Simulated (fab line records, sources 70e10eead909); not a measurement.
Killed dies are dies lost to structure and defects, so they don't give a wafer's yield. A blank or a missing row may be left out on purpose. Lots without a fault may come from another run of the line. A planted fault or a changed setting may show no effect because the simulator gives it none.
Chamber matching | flow nand_harc | NHARC_A_STAIRCASE_DEP_151 on pecvd-01: 3 sister chambers
The step deposits SiO2, target thk 7200 nm. 6 wafers are shown with their chamber, then 7 later ones without.

WAFERS WITH THEIR CHAMBER
wafer  | chamber | heater_power_w (W) | heater_power_outer_w (W)
L074.1 | 2       | 747                | 448
L074.6 | 2       | 595                | 351
L082.5 | 1       | 583                | 343
L082.6 | 0       | 637                | 356
L083.1 | 1       | 687                | 406
L083.2 | 0       | 733                | 434

WAFERS WITHOUT THEIR CHAMBER
wafer  | heater_power_w (W) | heater_power_outer_w (W)
L083.4 | 591                | 331
L086.1 | 717                | 434
L086.2 | 666                | 376
L086.6 | 641                | 359
L096.3 | 739                | 446
L096.5 | 581                | 335
L096.6 | 620                | 363

WHICH CHAMBER EACH WENT THROUGH
wafer  | from the rows above          | in truth
L083.4 | can't be placed: 1 or 2 or 0 | 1
L086.1 | can't be placed: 0 or 2 or 1 | 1
L086.2 | can't be placed: 1 or 0 or 2 | 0
L086.6 | can't be placed: 1 or 2 or 0 | 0
L096.3 | can't be placed: 0 or 2 or 1 | 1
L096.5 | can't be placed: 1 or 2 or 0 | 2
L096.6 | can't be placed: 1 or 2 or 0 | 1
Placed correctly: 0 of 7. Can't be placed from these rows: 7 (the true chamber is among the candidates in 7). Placed wrongly: 0.
How it was worked out, from the rows above alone: a wafer's distance from a chamber is the root of the sum, over the readings, of the square of ((its reading less the chamber's mean) divided by the reading's scatter). The wafer belongs to the nearest chamber; if the next one is less than 2 further off, it can't be placed. A chamber's mean is the mean of its shown wafers. The scatter: the root of (the sum of the squares of (reading less its chamber's mean) over the shown wafers, divided by (wafers less chambers)).
